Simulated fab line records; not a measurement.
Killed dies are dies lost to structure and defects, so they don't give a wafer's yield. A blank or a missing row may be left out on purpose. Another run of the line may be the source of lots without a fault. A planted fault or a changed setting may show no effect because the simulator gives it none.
fab line records ; flow n5_finfet
record: lots: 9; wafers: 24; last_day: 18
route steps=1938 shown BEOL_M0_SAQP@653 BEOL_M4@1111 PASSIVATION@1936
lots with no fault: from the same line, run without faults
start_h: hours from the record's first day to the start of the lot's first wafer shown ; wait_h: time in hours since the lot's previous step ; " as in the row above ; L1.1+2: several wafers, shown together as one row ; - no value, or no start was given ; * or withheld: withheld ; < > ~ a bound
route shown NAME@n: NAME is a module with steps in the file, n the number in the route of the first one ; usual: average and standard deviation across the fault-free wafers ; same: alike in all rows ; chamber/n: place in a boat ; sites: readings site by site ; _std_site: standard deviation across them ; _edge_site: the outer-site mean with the inner-site mean subtracted ; radius_mm: how far each site lies from the wafer's centre ; mask NAME#n: copy n ; behind: the last tool/chamber to shape the wafer ; hold: the reason the lot was held/the length of the hold in hours/how it ended ; device: which transistor (n, p or np) failed to switch ; end of line: tests of these same wafers at the route's end ; step lacking rows: just its recipe ; killed: the dies lost at the first sort to structure and to defects; this is not the yield of the wafer ; map: dies across one wafer; x = killed, . = not, _ = none there
set.NAME: the run value of the setting; set.NAME@STEP: its run value at that earlier step ; model.NAME: the simulator's own value behind a step, which no gauge read
steps of the route over a sample of lots; a table a step, a row a wafer
services: when a tool's chamber went out of use (start_h, in hours from the record's first day, below 0 if earlier), for how many hours, and the reason
== steps ==
step: N5_BEOL_M0_SAQP_ETCH_83
recipe: chemistry: CF4; target: SiARC; target_depth_a: 390; mask_material: CAR-ArF; time_s: 65; ion_energy_ev: 80; pressure_mtorr: 40; source_w: 545; bias_w: 36; Ar_flow_sccm: 100; cf4_flow_sccm: 100; ends: cleared
usual: drypump_motor_current_A: 5.6/0.4; etch_rf_on_time_s: 65.4/1.3; mfc_ar_sccm: 100.0/0.31; oes_product_au: 0.70/0.078; rf_vpp_V: 184.4/0.92; showerhead_plenum_p_Torr: 2.17/0.05; throttle_valve_pct: 15.54/0.19
lot.wafer;tool;chamber;start_h;wait_h;drypump_motor_current_A;etch_rf_on_time_s;mfc_ar_sccm;oes_product_au;rf_hours_counter_h;rf_vpp_V;showerhead_plenum_p_Torr;throttle_valve_pct
L554.1;rie_diel-02;2;115.53;0.0;5.5;65.5;100.4;0.65;143;182.6;2.15;15.47
L554.3;rie_diel-02;0;115.53;0.0;5.4;68.1;100.5;0.58;237;182.7;2.03;15.67
L554.4;rie_diel-02;3;115.53;0.0;5.2;66.5;100.2;0.62;152;184.9;2.23;15.80
L558.1;rie_diel-04;2;137.30;0.0;6.4;63.3;100.2;0.77;37;185.8;2.19;15.65
L558.3;rie_diel-04;0;137.30;0.0;5.9;63.6;99.9;0.67;124;184.4;2.14;15.40
L558.4;rie_diel-04;2;137.30;0.0;6.4;63.3;100.4;0.77;-;185.0;2.19;15.64
L562.1;rie_diel-02;1;164.87;0.0;4.9;67.5;99.9;0.58;246;184.6;2.19;15.73
L562.5;rie_diel-02;1;164.87;0.0;4.9;67.5;100.3;0.58;-;185.2;2.19;15.74
L562.6;rie_diel-02;3;164.87;0.0;5.2;66.3;99.6;0.61;-;184.3;2.22;15.82
L566.2;rie_diel-04;0;185.81;0.0;5.9;65.1;100.0;0.65;139;184.1;2.14;15.44
L566.3;rie_diel-04;1;185.81;0.0;5.3;64.7;99.2;0.79;11;183.5;2.09;15.29
L566.5;rie_diel-04;1;185.81;0.0;5.3;64.2;99.8;0.80;-;184.5;2.09;15.26
L567.1;rie_diel-05;1;206.42;0.0;5.6;63.5;99.5;0.64;159;183.8;2.14;15.57
L567.5;rie_diel-05;2;206.42;0.0;5.5;66.2;99.5;0.75;-;182.6;2.17;15.46
L569.1;rie_diel-02;1;212.67;0.0;4.9;65.4;100.5;0.84;1;184.6;2.19;15.25
L569.5;rie_diel-02;3;212.67;0.0;5.2;66.2;99.7;0.60;-;185.4;2.22;15.84
L571.3;rie_diel-02;1;221.84;0.0;4.9;66.4;100.2;0.82;3;185.2;2.19;15.24
L571.4;rie_diel-02;0;221.84;0.0;5.4;66.1;100.1;0.80;11;186.4;2.28;15.22
L571.6;rie_diel-02;2;221.84;0.0;5.6;66.2;100.8;0.63;-;185.1;2.14;15.50
L575.5;rie_diel-05;1;246.68;0.0;5.6;63.1;100.1;0.63;-;183.7;2.14;15.61
L575.6;rie_diel-05;2;246.68;0.0;5.5;65.2;100.2;0.73;-;185.8;2.17;15.51
L576.1;rie_diel-04;2;254.01;0.0;6.4;64.2;100.1;0.72;69;184.2;2.18;15.68
L576.2;rie_diel-04;3;254.01;0.0;5.7;66.9;99.8;0.71;58;184.4;2.19;15.70
L576.3;rie_diel-04;1;254.01;0.0;5.3;64.6;100.3;0.76;31;182.0;2.08;15.32
step: N5_BEOL_M0_SAQP_ETCH_84
recipe: chemistry: N2/H2; target: SOC; target_depth_a: 1000; overetch_a: 200; mask_material: SiARC; temp_c: 40; time_s: 150; ion_energy_ev: 200; pressure_mtorr: 30; source_w: 840; bias_w: 150; n2_flow_sccm: 200; h2_flow_sccm: 200
usual: drypump_motor_current_A: 5.6/0.4; n2_flow_sccm: 200.0/0.59; oes_product_au: 0.74/0.079; rf_vpp_V: 524.6/1.8; showerhead_plenum_p_Torr: 2.58/0.067; throttle_valve_pct: 17.78/0.24
lot.wafer;tool;chamber;start_h;wait_h;drypump_motor_current_A;n2_flow_sccm;oes_product_au;rf_hours_counter_h;rf_vpp_V;showerhead_plenum_p_Torr;throttle_valve_pct
L554.1;rie_diel-02;2;115.58;0.0;5.6;198.9;0.69;144;523.9;2.54;17.50
L554.3;rie_diel-02;0;115.58;0.0;5.4;199.8;0.63;237;520.9;2.43;18.00
L554.4;rie_diel-02;3;115.58;0.0;5.2;200.3;0.66;152;526.8;2.66;18.14
L558.1;rie_diel-04;2;137.35;0.0;6.4;199.4;0.79;37;525.0;2.60;17.99
L558.3;rie_diel-04;0;137.35;0.0;5.9;200.3;0.70;124;524.0;2.54;17.59
L558.4;rie_diel-04;2;137.35;0.0;6.4;200.7;0.79;-;525.2;2.60;17.99
L562.1;rie_diel-02;1;164.92;0.0;4.9;199.5;0.63;246;525.0;2.60;17.87
L562.5;rie_diel-02;1;164.92;0.0;4.9;199.3;0.63;-;524.5;2.60;17.88
L562.6;rie_diel-02;3;164.92;0.0;5.2;200.7;0.64;-;525.6;2.66;18.18
L566.2;rie_diel-04;0;185.86;0.0;5.9;199.2;0.69;139;524.4;2.54;17.60
L566.3;rie_diel-04;1;185.86;0.0;5.4;199.7;0.83;11;522.3;2.49;17.68
L566.5;rie_diel-04;1;185.86;0.0;5.3;199.6;0.84;-;523.6;2.49;17.67
L567.1;rie_diel-05;1;206.47;0.0;5.6;200.6;0.67;159;524.0;2.53;17.68
L567.5;rie_diel-05;2;206.47;0.0;5.5;200.6;0.79;-;526.2;2.60;17.70
L569.1;rie_diel-02;1;212.72;0.0;4.9;200.3;0.88;1;525.1;2.60;17.46
L569.5;rie_diel-02;3;212.72;0.0;5.2;200.3;0.64;-;527.7;2.65;18.20
L571.3;rie_diel-02;1;221.89;0.0;4.9;199.4;0.87;3;524.7;2.60;17.45
L571.4;rie_diel-02;0;221.89;0.0;5.4;200.0;0.85;11;527.4;2.74;17.65
L571.6;rie_diel-02;2;221.89;0.0;5.6;200.7;0.66;-;522.6;2.53;17.56
L575.5;rie_diel-05;1;246.75;0.0;5.6;201.1;0.65;-;524.6;2.52;17.71
L575.6;rie_diel-05;2;246.75;0.0;5.5;200.1;0.77;-;525.0;2.59;17.71
L576.1;rie_diel-04;2;254.06;0.0;6.4;199.4;0.75;69;525.8;2.59;18.08
L576.2;rie_diel-04;3;254.06;0.0;5.7;200.0;0.76;58;524.1;2.61;18.02
L576.3;rie_diel-04;1;254.06;0.0;5.4;199.8;0.80;32;522.5;2.48;17.70
step: N5_BEOL_M0_SAQP_RECESS_114
recipe: chemistry: HF/NH3; target: SiO2; target_depth_a: 144; afs_cycles: 3; temp_c: 30; sublimation_temp_c: 180; sublimation_time_s: 60
usual: drypump_motor_current_A: 5.7/0.52
lot.wafer;tool;chamber;start_h;wait_h;drypump_motor_current_A
L554.1;vapor_etch-01;1;116.01;0.0;6.2
L554.3;vapor_etch-01;1;116.01;0.0;6.2
L554.4;vapor_etch-01;0;116.01;0.0;5.0
L558.1;vapor_etch-02;0;137.77;0.0;6.2
L558.3;vapor_etch-02;1;137.77;0.0;5.5
L558.4;vapor_etch-02;0;137.77;0.0;6.2
L562.1;vapor_etch-01;1;165.34;0.0;6.2
L562.5;vapor_etch-01;0;165.34;0.0;5.1
L562.6;vapor_etch-01;1;165.34;0.0;6.2
L566.2;vapor_etch-02;1;186.35;0.0;5.5
L566.3;vapor_etch-02;1;186.35;0.0;5.5
L566.5;vapor_etch-02;1;186.35;0.0;5.5
L567.1;vapor_etch-02;0;207.05;0.0;6.3
L567.5;vapor_etch-02;0;207.05;0.0;6.3
L569.1;vapor_etch-01;1;213.15;0.0;6.2
L569.5;vapor_etch-01;0;213.15;0.0;5.1
L571.3;vapor_etch-01;1;222.43;0.1;6.2
L571.4;vapor_etch-01;0;222.43;0.1;5.1
L571.6;vapor_etch-01;1;222.43;0.1;6.2
L575.5;vapor_etch-02;1;247.36;0.3;5.5
L575.6;vapor_etch-02;0;247.36;0.3;6.3
L576.1;vapor_etch-02;1;254.49;0.0;5.5
L576.2;vapor_etch-02;0;254.49;0.0;6.3
L576.3;vapor_etch-02;1;254.49;0.0;5.5
step: N5_BEOL_M0_SAQP_SPACER2_ALD_26
recipe: material: SiO2; target_thk_a: 150; temp_c: 300; ald_precursor_family: BDEAS; ald_co_reactant: O2-plasma; pulse_time_s: 1; purge_time_s: 2; co_reactant_purge_time_s: 2; pressure_torr: 2
usual: heater_power_outer_w: 259/30; heater_power_w: 461/48; precursor_pulse_height_rel: 1.001/0.021; susceptor_temp_C: 300.00/0.22
lot.wafer;tool;chamber;start_h;wait_h;heater_power_outer_w;heater_power_w;precursor_pulse_height_rel;susceptor_temp_C
L554.1;ald_sin-02;3;118.93;0.8;223;408;0.973;300.03
L554.3;ald_sin-02;1;118.93;0.8;247;444;0.980;300.33
L554.4;ald_sin-02;2;118.93;0.8;229;399;0.975;299.85
L558.1;ald_sin-02;0;140.01;0.1;293;502;0.993;299.84
L558.3;ald_sin-02;2;140.01;0.1;238;412;1.013;299.94
L558.4;ald_sin-02;1;140.01;0.1;246;441;1.022;299.69
L562.1;ald_sin-03;3;167.40;0.1;251;462;0.988;299.72
L562.5;ald_sin-03;1;167.40;0.1;272;517;0.995;300.03
L562.6;ald_sin-03;0;167.40;0.1;233;439;1.014;300.11
L566.2;ald_sin-03;1;190.85;2.2;269;504;0.974;299.74
L566.3;ald_sin-03;2;190.85;2.2;241;402;1.014;300.17
L566.5;ald_sin-03;2;190.85;2.2;240;410;0.987;300.30
L567.1;ald_sin-03;0;210.79;0.1;246;455;1.002;299.91
L567.5;ald_sin-03;3;210.79;0.1;247;461;1.003;300.17
L569.1;ald_sin-03;0;215.22;0.1;234;458;1.017;299.81
L569.5;ald_sin-03;0;215.22;0.1;241;457;1.012;300.04
L571.3;ald_sin-01;1;225.84;1.3;272;463;1.012;300.13
L571.4;ald_sin-01;2;225.84;1.3;338;570;0.978;300.39
L571.6;ald_sin-01;3;225.84;1.3;263;445;1.020;299.88
L575.5;ald_sin-03;3;249.75;0.3;251;481;1.007;300.21
L575.6;ald_sin-03;2;249.75;0.3;250;407;0.995;299.66
L576.1;ald_sin-01;2;256.62;0.1;335;554;1.018;299.76
L576.2;ald_sin-01;1;256.62;0.1;266;475;0.991;299.89
L576.3;ald_sin-01;3;256.62;0.1;265;435;1.044;300.05
step: N5_BEOL_M0_SAQP_CD_MEAS_29
recipe: target_cd_nm: 14.4; landing_energy_ev: 1000; detector: se_inlens
usual: cd_nm: 15.03/0.19
lot.wafer;tool;chamber;start_h;wait_h;cd_nm
L554.1;cd_sem-01;0;119.68;0.1;15.23
L554.3;cd_sem-01;0;119.68;0.1;14.97
L554.4;cd_sem-01;0;119.68;0.1;14.85
L558.1;cd_sem-03;0;140.75;0.1;15.19
L558.3;cd_sem-03;0;140.75;0.1;15.47
L558.4;cd_sem-03;0;140.75;0.1;14.86
L562.1;cd_sem-02;0;168.15;0.1;15.12
L562.5;cd_sem-02;0;168.15;0.1;14.99
L562.6;cd_sem-02;0;168.15;0.1;14.85
L566.2;cd_sem-01;0;191.66;0.1;15.24
L566.3;cd_sem-01;0;191.66;0.1;15.28
L566.5;cd_sem-01;0;191.66;0.1;14.91
L567.1;cd_sem-03;0;211.54;0.1;15.05
L567.5;cd_sem-03;0;211.54;0.1;10.22
L569.1;cd_sem-03;0;216.05;0.1;14.98
L569.5;cd_sem-03;0;216.05;0.1;10.28
L571.3;cd_sem-01;0;226.59;0.1;14.90
L571.4;cd_sem-01;0;226.59;0.1;15.02
L571.6;cd_sem-01;0;226.59;0.1;14.92
L575.5;cd_sem-01;0;250.24;0.0;9.90
L575.6;cd_sem-01;0;250.24;0.0;10.40
L576.1;cd_sem-02;0;257.40;0.1;14.99
L576.2;cd_sem-02;0;257.40;0.1;15.03
L576.3;cd_sem-02;0;257.40;0.1;14.81
step: N5_BEOL_M4_RC_MEAS_101
usual: DIBL_N: 35.7/1.5; DIBL_P: 35.7/2; IOFF_N: 0.155/0.026; IOFF_P: 0.20/0.031; ION_N: 675/11; ION_P: 462/7.1; SS_N: 71.3/0.57; SS_P: 73.1/0.56; VT_N: 250/3; VT_P: -251/3
lot.wafer;tool;chamber;start_h;wait_h;DIBL_N[mV/V];DIBL_P[mV/V];IOFF_N[nA/um];IOFF_P[nA/um];ION_N[uA/um];ION_P[uA/um];SS_N[mV/dec];SS_P[mV/dec];VT_N[mV];VT_P[mV]
L554.1;prober-01;0;185.28;0.0;37.9;38.4;0.208;0.24;696;472;72.1;73.4;245;-247
L554.3;prober-01;0;185.28;0.0;37.5;37.2;0.182;0.23;671;461;71.8;73.3;247;-248
L554.4;prober-01;0;185.28;0.0;35.9;36.3;0.166;0.22;688;474;70.9;73.4;247;-249
L558.1;prober-01;0;198.41;0.0;32.8;32.8;0.124;0.17;669;460;71.5;72.4;251;-251
L558.3;prober-01;0;198.41;0.0;30.9;30.8;0.101;0.14;638;444;69.9;71.8;256;-255
L558.4;prober-01;0;198.41;0.0;34.8;34.6;0.152;0.19;676;460;71.7;72.7;247;-252
L562.1;prober-01;0;224.64;0.0;34.8;33.6;0.122;0.17;652;450;71.1;73.1;255;-256
L562.5;prober-01;0;224.64;0.0;36.7;35.2;0.161;0.18;677;459;71.2;73.7;248;-256
L562.6;prober-01;0;224.64;0.0;36.9;35.2;0.152;0.19;675;450;71.0;72.9;253;-256
L566.2;prober-02;0;255.97;0.2;40.4;41.2;0.250;0.28;700;466;72.0;74.0;243;-248
L566.3;prober-02;0;255.97;0.2;35.7;35.2;0.151;0.19;672;460;70.9;72.9;250;-254
L566.5;prober-02;0;255.97;0.2;37.5;37.8;0.180;0.21;685;466;71.6;73.3;250;-252
L567.1;prober-02;0;267.64;0.0;34.9;35.7;0.146;0.18;680;461;70.7;72.8;249;-250
L569.1;prober-01;0;277.73;0.0;36.7;36.3;0.157;0.21;682;472;72.4;72.9;248;-248
L571.3;prober-02;0;293.25;0.3;33.4;34.3;0.121;0.14;668;450;71.4;72.9;253;-256
L571.4;prober-02;0;293.25;0.3;34.1;34.8;0.133;0.15;677;455;71.6;72.9;250;-257
L571.6;prober-02;0;293.25;0.3;34.6;35.3;0.136;0.15;677;456;71.7;72.8;250;-258
L576.1;prober-02;0;320.07;0.0;36.7;38.3;0.173;0.21;680;466;72.6;73.2;247;-251
L576.2;prober-02;0;320.07;0.0;37.4;38.4;0.189;0.22;674;461;71.5;73.3;246;-251
L576.3;prober-02;0;320.07;0.0;35.5;37.9;0.159;0.21;683;462;72.3;72.8;249;-250
step: N5_PASSIVATION_PROBE_49
usual: defect_limited_yield: 91.4/1.5; killed_at_M0_to_M3: 34/10; killed_at_M4_up: 15/6; killed_at_contacts: 12/6; killed_at_front_end: 37/11; killed_at_other: 3.3/2.8; killed_dies: 101/18; killed_on_rim: 14/4.4; killed_open: 66/14; killed_short: 33/7.8; sort_bin_5_function: 5.0/0.97; sort_bin_6_memory: 3.2/0.72; sort_bin_8_speed: 0.00/0.01; sort_n_pass: 1079/18; sort_yield_pct: 91.4/1.5
same: gross_dies: 1180; killed_at_back_side: 0; sort_bin_4_leakage[%]: 0
lot.wafer;tool;chamber;start_h;wait_h;defect_limited_yield[%];killed_at_M0_to_M3;killed_at_M4_up;killed_at_contacts;killed_at_front_end;killed_at_other;killed_dies;killed_on_rim;killed_open;killed_short;sort_bin_5_function[%];sort_bin_6_memory[%];sort_bin_8_speed[%];sort_n_pass;sort_yield_pct[%]
L562.5;prober-02;-;323.99;0.2;92.2;34;15;4;37;2;92;6;48;35;4.7;2.1;0;1088;92.2
L569.1;prober-01;-;385.66;0.0;93.6;22;11;6;33;4;76;14;52;20;3.6;2.3;0;1104;93.6
L569.5;prober-01;-;385.86;0.2;0;1113;13;8;44;2;1180;152;67;24;4.6;2.8;0;0;0
L567.1;prober-02;-;386.45;0.0;87.9;55;34;6;43;5;143;16;82;54;6.6;4.6;0;1037;87.9
L567.5;prober-02;-;386.65;0.2;0;1119;21;6;34;0;1180;152;73;33;4.7;3.7;0;0;0
L575.5;prober-02;-;425.70;0.2;0;1116;12;7;34;11;1180;152;62;36;4.6;3.4;0;0;0
L575.6;prober-02;-;425.75;0.3;0;1116;10;9;42;3;1180;152;51;26;4.0;2.8;0;0;0
killed by level:class
L562.5 BEOL_M0_SAQP:geometric_particle:short=13 BEOL_M0_SAQP:geometric_particle:open=11 STARTING-WAFER:geometric_particle:open=8 HKMG_FIN:area_etch=8 FIN_SAQP:geometric_particle:short=5 BEOL_M4:geometric_particle:open=4 STARTING-WAFER:geometric_particle:short=4 DUMMY_GATE:geometric_particle:open=3
L569.1 FIN_SAQP:geometric_particle:open=6 BEOL_M0_SAQP:geometric_particle:open=6 BEOL_M0_SAQP:geometric_particle:short=6 STI_FIN_REVEAL:geometric_particle:open=5 DUMMY_GATE:geometric_particle:open=5 MOL_CONTACT_COAG:geometric_particle:open=4 BEOL_M2:geometric_particle:open=4 HKMG_FIN:area_etch=4
L569.5 BEOL_M0_SAQP:area_ald=1089 STI_FIN_REVEAL:geometric_particle:open=20 BEOL_M0_SAQP:geometric_particle:short=9 FIN_SAQP:geometric_particle:open=7 MOL_CONTACT_COAG:geometric_particle:open=7 BEOL_M0_SAQP:geometric_particle:open=5 BEOL_M3:geometric_particle:open=5 FIN_SAQP:geometric_particle:short=3
L567.1 BEOL_M0_SAQP:geometric_particle:short=16 BEOL_M2:geometric_particle:open=14 BEOL_M4:geometric_particle:open=14 BEOL_M0_SAQP:geometric_particle:open=12 FIN_SAQP:geometric_particle:short=9 FIN_SAQP:geometric_particle:open=6 ILD0:geometric_particle:open=5 BEOL_M4:geometric_particle:short=5
L567.5 BEOL_M0_SAQP:area_ald=1074 BEOL_M0_SAQP:geometric_particle:open=12 BEOL_M0_SAQP:geometric_particle:short=11 BEOL_M2:geometric_particle:open=11 DUMMY_GATE:geometric_particle:open=9 FIN_SAQP:geometric_particle:short=7 FIN_SAQP:geometric_particle:open=7 BEOL_M4:geometric_particle:open=7
L575.5 BEOL_M0_SAQP:area_ald=1080 FIN_SAQP:geometric_particle:open=8 BEOL_M1:geometric_particle:open=8 FIN_SAQP:geometric_particle:short=7 BEOL_M4:geometric_particle:open=7 BEOL_M0_SAQP:geometric_particle:short=6 BEOL_M3:geometric_particle:open=6 MOL_CONTACT_COAG:geometric_particle:open=5
L575.6 BEOL_M0_SAQP:area_ald=1099 FIN_SAQP:geometric_particle:open=10 FIN_SAQP:geometric_particle:short=7 STI_FIN_REVEAL:geometric_particle:open=7 MOL_CONTACT_COAG:geometric_particle:open=7 BEOL_M0_SAQP:geometric_particle:short=6 BEOL_M0_SAQP:geometric_particle:open=6 DUMMY_GATE:geometric_particle:open=5
== services ==
tool;chamber;start_h;hours;kind
rie_diel-05;1;112.71;3.3;repair
ald_sin-03;-;120.00;1.0;repair
rie_diel-04;2;143.32;5.9;repair
rie_diel-04;-;144.48;0.2;repair
rie_diel-02;2;145.20;5.7;repair
rie_diel-02;0;162.78;-;clean
rie_diel-02;0;162.78;-;consumable_replace:focus_ring
rie_diel-02;0;162.78;-;consumable_replace:showerhead
rie_diel-02;0;162.78;20.6;scheduled_down
rie_diel-02;0;162.78;20.6;vent_cycle
ald_sin-01;1;169.99;14.6;repair
vapor_etch-01;1;171.79;3.4;repair
rie_diel-02;-;174.67;14.6;pm
ald_sin-03;-;176.75;14.0;pm
rie_diel-02;1;189.27;-;clean
rie_diel-02;1;189.27;-;consumable_replace:focus_ring
rie_diel-02;0;190.78;2.9;repair
ald_sin-01;-;201.19;0.7;repair
rie_diel-02;3;201.95;4.0;repair
ald_sin-01;0;209.91;11.0;repair
rie_diel-05;3;210.20;15.3;repair
ald_sin-02;-;224.06;3.7;repair
ald_sin-01;0;224.66;3.4;repair
ald_sin-01;0;232.57;9.7;repair
== key ==
first_sign: step: N5_BEOL_M0_SAQP_CD_MEAS_29; reading: cd_nm; direction: down; sigmas: 26; usual: 15.03; struck: 10.20
effect: step: N5_PASSIVATION_PROBE_49; reading: killed_at_M0_to_M3; direction: up; sigmas: 99+; usual: 34; struck: 1116
more_kills_born_at: N5_BEOL_M0_SAQP_SPACER2_ALD_26@ald_sin-03: 4342
met_at N5_BEOL_M0_SAQP_SPACER2_ALD_26
struck_lots L567,L569,L575
struck_wafers L567.5,L569.5,L575.5,L575.6
later_rows_left_out L567.5,L569.5,L575.5,L575.6
not_acting_at N5_BEOL_M0_SAQP_ETCH_83,N5_BEOL_M0_SAQP_ETCH_84,N5_BEOL_M0_SAQP_RECESS_114
onset_between 190.85 210.79
fault: kind: process_parameter_drift; tool: ald_sin-03; chamber: -; onset_h: 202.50; steps: N5_BEOL_M0_SAQP_SPACER2_ALD_26; channel: target_thk_a; offset: *; shape: step; end_h: 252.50; scope: struck_wafers_only; acts_in: *; stated: *
later_rows_left_out: the simulator's readings of these wafers behind a module that went badly wrong aren't trusted and aren't shown, but for the sort
